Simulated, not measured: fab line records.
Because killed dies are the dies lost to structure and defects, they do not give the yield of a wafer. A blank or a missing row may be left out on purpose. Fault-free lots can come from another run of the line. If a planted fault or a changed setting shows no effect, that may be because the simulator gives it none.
Which of the tools did it?	flow n5 finfet	24 lots, 72 wafers sampled, at 6 steps of a route of 1938

## WHAT THE GAUGES READ, wafer by wafer
No reading from a measuring or inspecting step in the record can be judged against a usual standard deviation.

## EACH LOT AND THE TOOL THAT RAN IT (in order: tool; ch and the chambers of the sampled wafers; start)
lot	N5_BEOL_M9_STRIP_19	N5_BEOL_M9_ETCH_66	N5_BEOL_M9_CURE_72	N5_BEOL_M9_PRE_CLEAN_45	N5_BEOL_M10_CURE_71	N5_BEOL_M10_STRIP_67
L074	rie diel-03 ch 0,1, day 9 19:34	rie diel-06 ch 0,1,3, day 9 21:40	uv cure-01 ch 1, day 9 22:20	pvd sputter-01, day 9 22:40	uv cure-03 ch 1, day 10 02:01	rie diel-04 ch 0,1,2, day 10 03:32
L075	rie diel-03 ch 1,2,3, day 10 05:16	rie diel-06 ch 0,2,3, day 10 08:04	uv cure-01 ch 1, day 10 08:38	pvd sputter-01, day 10 09:20	uv cure-02 ch 2, day 10 12:28	rie diel-01 ch 0,2, day 10 15:05
L076	rie diel-05 ch 1,2, day 10 15:45	rie diel-06 ch 0,1,3, day 10 17:04	uv cure-01 ch 1, day 10 17:44	pvd sputter-01, day 10 18:03	uv cure-02 ch 0, day 10 19:55	rie diel-02 ch 2,3, day 10 22:23
L077	rie diel-03 ch 0,1,2, day 10 15:56	rie diel-03 ch 1,3, day 10 17:17	uv cure-03 ch 2, day 10 17:58	pvd sputter-01, day 10 18:27	uv cure-01 ch 0, day 10 22:03	rie diel-02 ch 0,1,3, day 11 01:33
L078	rie diel-06 ch 2,3, day 10 19:29	rie diel-05 ch 2,3, day 10 20:37	uv cure-02 ch 2, day 10 21:17	pvd sputter-02, day 10 21:46	uv cure-02 ch 0, day 11 00:39	rie diel-04 ch 0,1, day 11 02:27
L079	rie diel-05 ch 0,3, day 11 15:10	rie diel-06 ch 3, day 13 09:40	uv cure-02 ch 2, day 13 10:56	pvd sputter-03, day 13 11:16	uv cure-02 ch 0, day 13 12:59	rie diel-04 ch 0,2,3, day 13 15:07
L081	rie diel-03 ch 0,1,3, day 11 18:08	rie diel-05 ch 0,1,2, day 11 19:02	uv cure-02 ch 0, day 11 19:37	pvd sputter-01, day 11 20:10	uv cure-02 ch 2, day 12 00:19	rie diel-02 ch 0,2,3, day 12 02:18
L080	rie diel-05 ch 0,1,3, day 11 20:01	rie diel-05 ch 0,1,2, day 11 21:09	uv cure-03 ch 1, day 11 21:43	pvd sputter-02, day 11 22:14	uv cure-03 ch 2, day 12 01:26	rie diel-04 ch 0,2,3, day 12 04:43
L082	rie diel-03 ch 0,2,3, day 12 06:58	rie diel-03 ch 0,1,2, day 12 11:30	uv cure-01 ch 0, day 12 12:22	pvd sputter-03, day 12 12:44	uv cure-03 ch 0, day 12 14:37	rie diel-04 ch 0,2,3, day 12 15:48
L083	rie diel-05 ch 1,2,3, day 12 15:40	rie diel-05 ch 0,2,3, day 12 18:31	uv cure-03 ch 0, day 12 19:12	pvd sputter-02, day 12 19:28	uv cure-01 ch 0, day 12 21:14	rie diel-01 ch 0,3, day 12 22:29
L084	rie diel-03 ch 1,3, day 12 16:23	rie diel-05 ch 1,2,3, day 12 22:23	uv cure-01 ch 1, day 12 22:58	pvd sputter-01, day 13 02:38	uv cure-01 ch 2, day 13 04:32	rie diel-04 ch 0,1,3, day 13 07:19
L087	rie diel-06 ch 0,2,3, day 13 11:42	rie diel-03 ch 0,1, day 13 13:49	uv cure-02 ch 1, day 13 14:23	pvd sputter-03, day 13 14:44	uv cure-01 ch 0, day 13 17:16	rie diel-04 ch 1,3, day 13 20:38
L086	rie diel-06 ch 0,1,2, day 13 11:45	rie diel-05 ch 0,1,2, day 13 13:50	uv cure-01 ch 2, day 13 14:32	pvd sputter-03, day 13 14:54	uv cure-03 ch 2, day 13 17:23	rie diel-01 ch 0,1,2, day 13 20:38
L085	rie diel-03 ch 0,2,3, day 13 11:57	rie diel-06 ch 0,2,3, day 13 13:27	uv cure-02 ch 2, day 13 14:06	pvd sputter-01, day 13 14:31	uv cure-02 ch 1, day 13 16:43	rie diel-02 ch 0,1,2, day 13 18:32
L089	rie diel-05 ch 0,2,3, day 14 03:46	rie diel-05 ch 1,2, day 14 04:47	uv cure-02 ch 2, day 14 05:27	pvd sputter-02, day 14 06:20	uv cure-03 ch 2, day 14 08:44	rie diel-02 ch 0,1,3, day 14 12:14
L088	rie diel-03 ch 0,2,3, day 14 06:16	rie diel-03 ch 1,3, day 14 10:43	uv cure-03 ch 1, day 14 11:18	pvd sputter-03, day 14 11:53	uv cure-03 ch 2, day 14 13:36	rie diel-02 ch 0,2,3, day 14 19:26
L090	rie diel-06 ch 0,1,3, day 14 12:07	rie diel-06 ch 0,2, day 14 18:26	uv cure-02 ch 1, day 14 19:04	pvd sputter-03, day 14 19:47	uv cure-01 ch 1, day 14 21:43	rie diel-01 ch 1,3, day 15 01:08
L093	rie diel-03 ch 0,1,2, day 14 12:29	rie diel-06 ch 0,1,3, day 14 18:59	uv cure-02 ch 2, day 14 19:36	pvd sputter-03, day 14 19:56	uv cure-03 ch 2, day 14 21:52	rie diel-04 ch 1,3, day 15 01:38
L091	rie diel-06 ch 0,3, day 14 12:35	rie diel-03 ch 1,2,3, day 14 18:23	uv cure-01 ch 0, day 14 19:01	pvd sputter-03, day 14 19:20	uv cure-03 ch 2, day 14 21:16	rie diel-02 ch 1,3, day 15 00:49
L096	rie diel-05 ch 1,3, day 16 01:29	rie diel-06 ch 0,2, day 16 04:59	uv cure-02 ch 1, day 16 05:48	pvd sputter-03, day 16 06:10	uv cure-02 ch 2, day 16 10:08	rie diel-02 ch 1,2,3, day 16 12:08
L092	rie diel-06 ch 0,2, day 16 06:33	rie diel-05 ch 0,1, day 16 08:44	uv cure-02 ch 2, day 16 09:29	pvd sputter-01, day 16 09:56	uv cure-03 ch 1, day 16 12:37	rie diel-01 ch 0,1,3, day 16 14:48
L097	rie diel-03 ch 0,1,2, day 16 10:38	rie diel-03 ch 1,3, day 16 11:47	uv cure-01 ch 0, day 16 12:25	pvd sputter-01, day 16 13:13	uv cure-02 ch 2, day 16 15:17	rie diel-02 ch 0,1,2, day 16 17:54
L094	rie diel-05 ch 0,1,3, day 16 11:43	rie diel-05 ch 1,3, day 16 12:52	uv cure-02 ch 0, day 16 13:32	pvd sputter-02, day 16 14:14	uv cure-03 ch 1, day 16 16:19	rie diel-02 ch 2,3, day 16 18:12
L095	rie diel-06 ch 1,3, day 16 12:27	rie diel-03 ch 1,2,3, day 16 13:02	uv cure-02 ch 1, day 16 13:47	pvd sputter-02, day 16 14:19	uv cure-01 ch 1, day 16 16:49	rie diel-02 ch 1,2,3, day 16 18:32
- N5_BEOL_M9_STRIP_19: strips in O2.
- N5_BEOL_M9_ETCH_66: etches SOC in N2/H2, target depth 80 nm, overetch 16 nm, time 120 s.
- N5_BEOL_M9_CURE_72: cures SiCOH lowk, time 120 s.
- N5_BEOL_M9_PRE_CLEAN_45: time 30 s.
- N5_BEOL_M10_CURE_71: cures SiCOH lowk, time 240 s.
- N5_BEOL_M10_STRIP_67: strips in CF4.

## WHAT THE TOOLS THEMSELVES READ (means of the sampled wafers that have a number; where no wafer has one, the mark that the record gives instead)
N5_BEOL_M9_STRIP_19. Usual: drypump motor current A 5.78 A, standard deviation 0.27; oes product au 0.79 a.u., standard deviation 0.08; rf vpp V 3.6 V, standard deviation 0.68; showerhead plenum p Torr 2.11 Torr, standard deviation 0.073; throttle valve pct 16.61 %, standard deviation 0.27.
lot	tool	drypump motor current A (A)	oes product au (a.u.)	rf vpp V (V)	showerhead plenum p Torr (Torr)	throttle valve pct (%)	flag
L074	rie diel-03	5.86	0.83	3.0	2.16	16.53	
L075	rie diel-03	5.82	0.79	3.5	2.14	16.51	
L076	rie diel-05	5.95	0.69	3.0	2.11	17.05	
L077	rie diel-03	5.89	0.82	3.8	2.18	16.44	
L078	rie diel-06	5.82	0.77	4.0	2.07	16.68	
L079	rie diel-05	5.62	0.88	4.0	2.12	16.37	
L081	rie diel-03	5.80	0.78	4.0	2.12	16.62	
L080	rie diel-05	5.73	0.82	3.6	2.14	16.59	
L082	rie diel-03	5.57	0.83	3.3	2.12	16.60	
L083	rie diel-05	5.87	0.74	4.0	2.08	16.87	
L084	rie diel-03	6.02	0.71	3.4	2.12	16.60	
L087	rie diel-06	5.94	0.75	4.0	2.05	16.65	
L086	rie diel-06	5.78	0.72	4.6	2.11	16.85	
L085	rie diel-03	5.59	0.81	3.8	2.12	16.61	
L089	rie diel-05	5.77	0.80	3.3	2.07	16.55	
L088	rie diel-03	5.59	0.81	3.1	2.12	16.63	
L090	rie diel-06	5.80	0.74	3.4	2.08	16.64	
L093	rie diel-03	5.89	0.78	4.2	2.17	16.53	
L091	rie diel-06	6.03	0.72	3.8	2.04	16.63	
L096	rie diel-05	5.82	0.92	3.9	2.14	16.63	
L092	rie diel-06	6.01	0.69	3.4	2.05	16.85	
L097	rie diel-03	5.89	0.77	4.1	2.17	16.54	
L094	rie diel-05	5.71	0.88	3.5	2.12	16.48	
L095	rie diel-06	5.71	0.77	3.2	2.07	16.51	

N5_BEOL_M9_ETCH_66. Usual: drypump motor current A 5.80 A, standard deviation 0.25; n2 flow sccm 200.0 sccm, standard deviation 0.62; oes product au 0.60 a.u., standard deviation 0.057; rf fwd power W 835.2 W, standard deviation 2.6; rf vpp V 524.0 V, standard deviation 2.2; showerhead plenum p Torr 2.55 Torr, standard deviation 0.075; throttle valve pct 17.8 %, standard deviation 0.33.
lot	tool	drypump motor current A (A)	n2 flow sccm (sccm)	oes product au (a.u.)	rf fwd power W (W)	rf vpp V (V)	showerhead plenum p Torr (Torr)	throttle valve pct (%)	flag
L074	rie diel-06	5.79	200.3	0.59	833.2	524.1	2.53	17.7	
L075	rie diel-06	5.93	200.0	0.58	837.9	523.4	2.50	17.8	
L076	rie diel-06	5.80	200.2	0.58	834.8	523.7	2.53	17.7	
L077	rie diel-03	6.04	200.2	0.57	835.8	524.9	2.58	17.7	
L078	rie diel-05	5.90	200.3	0.58	834.4	522.2	2.47	18.0	
L079	rie diel-06	5.86	200.4	0.63	836.6	521.6	2.45	17.3	
L081	rie diel-05	5.88	199.9	0.57	835.3	523.3	2.54	17.9	
L080	rie diel-05	5.87	200.0	0.57	832.4	523.2	2.54	17.9	
L082	rie diel-03	5.88	199.8	0.61	832.5	525.9	2.64	17.7	
L083	rie diel-05	5.77	200.0	0.62	835.7	523.4	2.53	17.7	
L084	rie diel-05	5.87	200.2	0.56	834.3	523.2	2.53	18.0	
L087	rie diel-03	5.86	200.3	0.60	832.3	525.1	2.60	17.8	
L086	rie diel-05	5.86	199.7	0.57	835.6	523.7	2.54	18.0	
L085	rie diel-06	5.92	200.2	0.58	835.8	522.3	2.49	17.8	
L089	rie diel-05	5.96	199.9	0.52	836.5	524.0	2.54	18.3	
L088	rie diel-03	5.74	200.0	0.57	836.9	523.2	2.52	18.0	
L090	rie diel-06	5.93	200.4	0.55	835.6	521.9	2.52	18.1	
L093	rie diel-06	5.78	200.4	0.57	836.6	523.5	2.52	17.7	
L091	rie diel-03	5.85	199.5	0.57	836.0	524.8	2.58	17.8	
L096	rie diel-06	5.92	200.3	0.54	835.6	522.5	2.52	18.1	
L092	rie diel-05	5.82	199.4	0.70	835.8	524.9	2.60	17.6	
L097	rie diel-03	6.03	200.3	0.54	835.7	525.3	2.56	17.8	
L094	rie diel-05	5.73	200.5	0.66	833.1	525.4	2.57	17.7	
L095	rie diel-03	5.85	200.2	0.57	836.7	524.2	2.58	17.8	

N5_BEOL_M9_CURE_72. Usual: lamp power pct 52.31 %, standard deviation 0.055; wafer_temp_C_max 371.7, standard deviation 0.66.
lot	tool	lamp power pct (%)	wafer_temp_C_max	flag
L074	uv cure-01	52.30	372.3	
L075	uv cure-01	52.32	372.0	
L076	uv cure-01	52.37	372.1	
L077	uv cure-03	52.28	372.1	
L078	uv cure-02	52.32	371.6	
L079	uv cure-02	52.37	371.7	
L081	uv cure-02	52.28	373.1	
L080	uv cure-03	52.31	372.0	
L082	uv cure-01	52.31	371.3	
L083	uv cure-03	52.35	372.1	
L084	uv cure-01	52.28	371.7	
L087	uv cure-02	52.40	371.1	
L086	uv cure-01	52.30	372.3	
L085	uv cure-02	52.22	371.9	
L089	uv cure-02	52.33	371.8	
L088	uv cure-03	52.32	371.7	
L090	uv cure-02	52.36	370.9	
L093	uv cure-02	52.32	371.8	
L091	uv cure-01	52.30	371.2	
L096	uv cure-02	52.30	370.7	
L092	uv cure-02	52.33	371.9	
L097	uv cure-01	52.31	370.7	
L094	uv cure-02	52.34	373.1	
L095	uv cure-02	52.34	370.9	

N5_BEOL_M9_PRE_CLEAN_45. Usual: 332 W for heater power w, sd 33.
lot	tool	heater power w (W)	flag
L074	pvd sputter-01	324	
L075	pvd sputter-01	323	
L076	pvd sputter-01	312	
L077	pvd sputter-01	329	
L078	pvd sputter-02	295	
L079	pvd sputter-03	396	
L081	pvd sputter-01	336	
L080	pvd sputter-02	317	
L082	pvd sputter-03	324	
L083	pvd sputter-02	312	
L084	pvd sputter-01	334	
L087	pvd sputter-03	394	
L086	pvd sputter-03	337	
L085	pvd sputter-01	338	
L089	pvd sputter-02	311	
L088	pvd sputter-03	308	
L090	pvd sputter-03	323	
L093	pvd sputter-03	360	
L091	pvd sputter-03	354	
L096	pvd sputter-03	340	
L092	pvd sputter-01	321	
L097	pvd sputter-01	326	
L094	pvd sputter-02	325	
L095	pvd sputter-02	334	

N5_BEOL_M10_CURE_71. Usual: lamp power pct 52.31 %, standard deviation 0.052; wafer_temp_C_max 387.1, standard deviation 0.83.
lot	tool	lamp power pct (%)	wafer_temp_C_max	flag
L074	uv cure-03	52.28	387.1	
L075	uv cure-02	52.28	387.1	
L076	uv cure-02	52.28	388.0	
L077	uv cure-01	52.30	385.9	
L078	uv cure-02	52.30	387.8	
L079	uv cure-02	52.27	388.0	
L081	uv cure-02	52.28	387.2	
L080	uv cure-03	52.30	387.3	
L082	uv cure-03	52.31	387.7	
L083	uv cure-01	52.36	385.9	
L084	uv cure-01	52.27	387.5	
L087	uv cure-01	52.29	386.0	
L086	uv cure-03	52.31	387.7	
L085	uv cure-02	52.31	385.6	
L089	uv cure-03	52.31	387.3	
L088	uv cure-03	52.31	387.6	
L090	uv cure-01	52.31	387.3	
L093	uv cure-03	52.29	387.6	
L091	uv cure-03	52.27	387.9	
L096	uv cure-02	52.30	386.4	
L092	uv cure-03	52.35	386.6	
L097	uv cure-02	52.33	386.5	
L094	uv cure-03	52.29	386.2	
L095	uv cure-01	52.33	387.3	

N5_BEOL_M10_STRIP_67. Usual: drypump motor current A 5.6 A, standard deviation 0.46; oes product au 0.77 a.u., standard deviation 0.064; rf vpp V 270.7 V, standard deviation 1.5; showerhead plenum p Torr 1.78 Torr, standard deviation 0.051; throttle valve pct 13.59 %, standard deviation 0.17.
lot	tool	drypump motor current A (A)	oes product au (a.u.)	rf vpp V (V)	showerhead plenum p Torr (Torr)	throttle valve pct (%)	flag
L074	rie diel-04	5.4	0.82	271.4	1.77	13.50	
L075	rie diel-01	6.0	0.79	271.0	1.77	13.64	
L076	rie diel-02	5.8	0.81	271.0	1.79	13.54	
L077	rie diel-02	5.7	0.72	271.9	1.79	13.63	
L078	rie diel-04	5.6	0.78	270.5	1.74	13.61	
L079	rie diel-04	5.4	0.81	271.5	1.79	13.52	
L081	rie diel-02	5.6	0.75	271.8	1.79	13.62	
L080	rie diel-04	5.4	0.82	270.9	1.79	13.49	
L082	rie diel-04	5.4	0.82	271.7	1.79	13.49	
L083	rie diel-01	6.2	0.76	270.0	1.73	13.62	
L084	rie diel-04	5.7	0.79	270.8	1.76	13.60	
L087	rie diel-04	5.4	0.76	269.5	1.75	13.63	
L086	rie diel-01	5.6	0.78	271.0	1.81	13.57	
L085	rie diel-02	5.7	0.74	269.8	1.74	13.77	
L089	rie diel-02	5.7	0.71	269.9	1.78	13.69	
L088	rie diel-02	5.6	0.74	270.2	1.79	13.65	
L090	rie diel-01	5.8	0.77	271.0	1.77	13.53	
L093	rie diel-04	5.4	0.75	270.0	1.75	13.66	
L091	rie diel-02	6.0	0.72	270.7	1.80	13.54	
L096	rie diel-02	5.9	0.74	270.3	1.77	13.67	
L092	rie diel-01	5.8	0.77	271.4	1.77	13.61	
L097	rie diel-02	5.7	0.83	269.9	1.74	13.64	
L094	rie diel-02	5.8	0.77	269.8	1.77	13.65	
L095	rie diel-02	5.9	0.74	270.7	1.76	13.68	

## THE ANSWER, worked out from the rows above alone
Rule: a lot is off if the mean of its wafers that have a number lies more than 3 standard deviations from the usual mean. Also off: a lot with no number at a reading for which 4 or more lots have one. Any other lot the step has rows for is counted as sound. The gauges are gone through in route order, then the tools' own readings, and for those a lot's mean is taken as printed above. The first step at which some lot is off is used, and at that step the reading that is off furthest; a lot without a number counts as furthest.
No lot is off on any of the readings shown, so nothing can be concluded from this.

## WHAT THE SIMULATOR HAD PUT IN
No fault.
